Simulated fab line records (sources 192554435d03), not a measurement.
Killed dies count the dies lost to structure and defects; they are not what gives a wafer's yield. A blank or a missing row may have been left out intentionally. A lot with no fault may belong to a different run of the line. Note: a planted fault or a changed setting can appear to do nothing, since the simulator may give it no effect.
Chamber matching :: flow n5-finfet :: N5_BEOL_M5_CMP_52 on cmp-01: 4 sister chambers
The step polishes, stops on SiCOH lowk, t overpolish 6.9 s, target thk 62 nm. 14 wafers are shown with their chamber, then 7 later ones without.

== EACH WAFER AND ITS CHAMBER ==
wafer: L074.2
chamber: 1
motor-current-A (A): 6.7
time-to-endpoint-s (s): 66.6
barrier-field-endpoint-s (s): 25.6

wafer: L074.4
chamber: 0
motor-current-A (A): 5.7
time-to-endpoint-s (s): 64.6
barrier-field-endpoint-s (s): 24.5

wafer: L074.5
chamber: 2
motor-current-A (A): 5.6
time-to-endpoint-s (s): 65.8
barrier-field-endpoint-s (s): 25.4

wafer: L076.2
chamber: 1
motor-current-A (A): 6.8
time-to-endpoint-s (s): 64.3
barrier-field-endpoint-s (s): 25.5

wafer: L076.5
chamber: 0
motor-current-A (A): 5.2
time-to-endpoint-s (s): 62.4
barrier-field-endpoint-s (s): 24.8

wafer: L076.6
chamber: 1
motor-current-A (A): 6.7
time-to-endpoint-s (s): 63.8
barrier-field-endpoint-s (s): 25.3

wafer: L083.3
chamber: 0
motor-current-A (A): 5.4
time-to-endpoint-s (s): 63.9
barrier-field-endpoint-s (s): 24.9

wafer: L083.4
chamber: 2
motor-current-A (A): 5.4
time-to-endpoint-s (s): 64.9
barrier-field-endpoint-s (s): 24.9

wafer: L083.5
chamber: 0
motor-current-A (A): 5.5
time-to-endpoint-s (s): 62.2
barrier-field-endpoint-s (s): 24.9

wafer: L090.2
chamber: 0
motor-current-A (A): 5.7
time-to-endpoint-s (s): 59.0
barrier-field-endpoint-s (s): 24.1

wafer: L090.3
chamber: 3
motor-current-A (A): 6.8
time-to-endpoint-s (s): 61.2
barrier-field-endpoint-s (s): 25.1

wafer: L090.6
chamber: 0
motor-current-A (A): 5.4
time-to-endpoint-s (s): 60.4
barrier-field-endpoint-s (s): 23.8

wafer: L091.2
chamber: 2
motor-current-A (A): 5.8
time-to-endpoint-s (s): 67.6
barrier-field-endpoint-s (s): 25.6

wafer: L091.3
chamber: 1
motor-current-A (A): 6.9
time-to-endpoint-s (s): 67.1
barrier-field-endpoint-s (s): 24.9

SIGNATURES (means of the wafers above)
reading: motor-current-A
chamber 0: 5.483
chamber 1: 6.775
chamber 2: 5.600
chamber 3: 6.800
scatter within a chamber: 0.172

reading: time-to-endpoint-s
chamber 0: 62.083
chamber 1: 65.450
chamber 2: 66.100
chamber 3: 61.200
scatter within a chamber: 1.84

reading: barrier-field-endpoint-s
chamber 0: 24.500
chamber 1: 25.325
chamber 2: 25.300
chamber 3: 25.100
scatter within a chamber: 0.401
Rule: distance of a wafer from a chamber = root of the sum over the readings of ((wafer's reading minus chamber's mean) / reading's scatter) squared. The wafer belongs to the nearest chamber; if the next one is less than 2 further off, it can't be placed. The scatter: the root of (the sum of the squares of (reading less its chamber's mean) over the shown wafers, divided by (wafers less chambers)).

== WAFERS WHOSE CHAMBER IS MISSING ==
wafer: L091.6
motor-current-A (A): 7.1
time-to-endpoint-s (s): 65.2
barrier-field-endpoint-s (s): 24.9

wafer: L094.1
motor-current-A (A): 5.3
time-to-endpoint-s (s): 62.8
barrier-field-endpoint-s (s): 24.3

wafer: L094.5
motor-current-A (A): 5.5
time-to-endpoint-s (s): 62.9
barrier-field-endpoint-s (s): 25.2

wafer: L094.6
motor-current-A (A): 6.3
time-to-endpoint-s (s): 65.7
barrier-field-endpoint-s (s): 25.6

wafer: L096.1
motor-current-A (A): 5.4
time-to-endpoint-s (s): 61.7
barrier-field-endpoint-s (s): 23.9

wafer: L096.3
motor-current-A (A): 7.2
time-to-endpoint-s (s): 61.9
barrier-field-endpoint-s (s): 24.1

wafer: L096.4
motor-current-A (A): 7.4
time-to-endpoint-s (s): 61.9
barrier-field-endpoint-s (s): 25.5

== WHICH CHAMBER EACH ONE RAN IN ==
wafer: L091.6
from the rows above: can't be placed: 1 or 3
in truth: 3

wafer: L094.1
from the rows above: 0
in truth: 0

wafer: L094.5
from the rows above: can't be placed: 0 or 2
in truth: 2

wafer: L094.6
from the rows above: can't be placed: 1 or 3 or 2
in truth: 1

wafer: L096.1
from the rows above: 0
in truth: 0

wafer: L096.3
from the rows above: can't be placed: 3 or 1
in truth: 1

wafer: L096.4
from the rows above: can't be placed: 3 or 1
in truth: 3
Placed correctly: 2 of 7. Unplaceable from these rows: 5, with the true chamber sitting among the candidates in 5. Placed wrongly: 0.
